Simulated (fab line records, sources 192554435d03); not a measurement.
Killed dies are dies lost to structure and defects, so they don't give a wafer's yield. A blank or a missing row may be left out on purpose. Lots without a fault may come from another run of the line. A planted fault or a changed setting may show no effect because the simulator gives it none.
A struck lot beside a sound one | flow n5_finfet | 16 steps out of a route of 1938
Sound: wafers L545.3, L545.5, L545.6. Struck: wafer L548.3. (L548.6 of the same lot was not struck and is left out.) The cause comes at the end.
At each step with rows: each side's tool, then ch and its chambers, then its first start. Under that, the readings that differ: sound wafers | struck wafers | difference of the means | sigmas: that difference in standard deviations of wafers without a fault.
alike: readings whose means differ by less than 2 such deviations, and words and numbers that are the same on both sides. not compared: withheld readings, readings that some wafer has no value for, bounds like >300 that may hide the same value, and numbers for which the record gives no deviation and whose values overlap.
The two part at a step that has a row with sigmas, a row that says differs or no value, or rows on one side only. Numbers that don't overlap but have no deviation are shown without sigmas and don't part them. A reading that every wafer of one side lacks parts them only if that side has two wafers or more.

first, 1 step without rows for these wafers: N5_MOL_CONTACT_COAG_DEVELOP_07 (develop time 30 s).
N5_MOL_CONTACT_COAG_CD_MEAS_08: target cd 28 nm.
  sound on cd_sem-03 ch 0, day 8 16:07; struck on cd_sem-03 ch 0, day 9 08:14
  reading    | sound          | struck | difference | sigmas
  cd_nm (nm) | 27.5 27.9 26.9 | 28.3   | +0.9       | +3
N5_MOL_CONTACT_COAG_OVL_MEAS_09:
  sound on overlay-01 ch 0, day 8 16:09; struck on overlay-02 ch 0, day 9 08:16
  alike: CA_OVL
N5_MOL_CONTACT_COAG_INSPECT_10: inspects for defects (brightfield).
  sound on defect_inspect-01, day 8 16:11; struck on defect_inspect-02, day 9 08:19
  reading          | sound    | struck | difference | sigmas
  raw_defect_count | 45 35 64 | 130    | +82        | +4
then, 1 step without rows for these wafers: N5_MOL_CONTACT_COAG_DESCUM_13 (chemistry O2, time 7 s).
N5_MOL_CONTACT_COAG_ETCH_59: etches underlayer in N2/H2, target depth 13 nm, time 10.4 s.
  sound on rie_diel-01 ch 2,3, day 8 16:21; struck on rie_diel-04 ch 3, day 9 08:23
  alike: drypump_motor_current_A, etch_rf_on_time_s, oes_product_au, rf_vpp_V, showerhead_plenum_p_Torr, throttle_valve_pct
  not compared: rf_hours_counter_h
N5_MOL_CONTACT_COAG_ETCH_105: etches SiARC in CF4, target depth 15.6 nm, time 26 s.
  sound on rie_diel-01 ch 2,3, day 8 16:22; struck on rie_diel-04 ch 3, day 9 08:24
  reading      | sound             | struck | difference | sigmas
  rf_vpp_V (V) | 185.0 183.2 183.3 | 186.3  | +2.5       | +2
  alike: drypump_motor_current_A, etch_rf_on_time_s, oes_product_au, showerhead_plenum_p_Torr, throttle_valve_pct
  not compared: rf_hours_counter_h
N5_MOL_CONTACT_COAG_ETCH_106: etches SOC in N2/H2, target depth 80 nm, overetch 16 nm, time 120 s.
  sound on rie_diel-01 ch 2,3, day 8 16:23; struck on rie_diel-04 ch 3, day 9 08:26
  alike: drypump_motor_current_A, oes_product_au, rf_vpp_V, showerhead_plenum_p_Torr, throttle_valve_pct
  not compared: rf_hours_counter_h
then, 2 steps without rows for these wafers: N5_MOL_CONTACT_COAG_STRIP_107 (strips in N2/H2); N5_MOL_CONTACT_COAG_STRIP_108 (strips in N2/H2).
N5_MOL_CONTACT_COAG_CONTACT_ETCH_14: etches SiO2 in C4F6/O2, target depth 27.5 nm, overetch 8.5 nm, time 20 s.
  sound on rie_diel-01 ch 2,3, day 8 16:29; struck on rie_diel-04 ch 3, day 9 08:32
  alike: C4F6_flow_sccm, drypump_motor_current_A, oes_product_au, rf_vpp_V, showerhead_plenum_p_Torr, throttle_valve_pct
  not compared: rf_hours_counter_h
then, 1 step without rows for these wafers: N5_MOL_CONTACT_COAG_STRIP_109 (strips in C4F6/O2).
N5_MOL_CONTACT_COAG_ETCH_15: etches SiNx in CH3F/O2, stops on Si:P, target depth 7 nm.
  sound on rie_diel-01 ch 2,3, day 8 16:32; struck on rie_diel-04 ch 3, day 9 08:34
  reading                                            | sound          | struck | difference | sigmas
  oes_product_au (a.u.)                              | 0.58 0.56 0.58 | 0.45   | -0.12      | -3
  over_etch_frac                                     | 0.75 0.75 0.75 | 1.4329 | +0.6829    |
  model.SOC_of_MOL_CONTACT_COAG_COAT_103.thk_nm (nm) | 75 75 75       | 74.2   | -0.8       |
  alike: drypump_motor_current_A, rf_vpp_V, showerhead_plenum_p_Torr, throttle_valve_pct
  not compared: rf_hours_counter_h
N5_MOL_CONTACT_COAG_ETCH_110: etches Si in CF4/O2, target depth 2.5 nm, time 8 s.
  sound on rie_diel-01 ch 2,3, day 8 16:35; struck on rie_diel-04 ch 3, day 9 08:38
  reading                                            | sound          | struck | difference | sigmas
  model.SOC_of_MOL_CONTACT_COAG_COAT_103.thk_nm (nm) | 73.4 73.4 73.4 | 72.8   | -0.6       |
  alike: drypump_motor_current_A, oes_product_au, rf_vpp_V, showerhead_plenum_p_Torr, throttle_valve_pct
  not compared: rf_hours_counter_h
N5_MOL_CONTACT_COAG_STRIP_98: strips in N2/H2.
  sound on rie_diel-01 ch 2,3, day 8 16:38; struck on rie_diel-04 ch 3, day 9 08:41
  alike: bias_power_w, drypump_motor_current_A, oes_product_au, rf_vpp_V, showerhead_plenum_p_Torr, throttle_valve_pct
  not compared: rf_hours_counter_h
-- the record jumps here: 9 days lie between the struck wafers' starts before and after (it left off in module MOL_CONTACT_COAG and takes up again in module PASSIVATION, whose first step shown is number 1936 of the route) --
N5_PASSIVATION_PROBE_49:
  sound on prober-02, day 17 10:15; struck on prober-02, day 18 04:53
  reading            | sound    | struck | difference | sigmas
  killed_at_M0_to_M3 | 16 24 16 | 51     | +32        | +3
  alike: killed_at_M4_up, killed_at_contacts, killed_at_front_end, killed_at_other, killed_dies, killed_open, killed_short

WHERE THEY PART
First at N5_MOL_CONTACT_COAG_CD_MEAS_08; last, within this record, at N5_PASSIVATION_PROBE_49.

WHY: what the simulator had put in
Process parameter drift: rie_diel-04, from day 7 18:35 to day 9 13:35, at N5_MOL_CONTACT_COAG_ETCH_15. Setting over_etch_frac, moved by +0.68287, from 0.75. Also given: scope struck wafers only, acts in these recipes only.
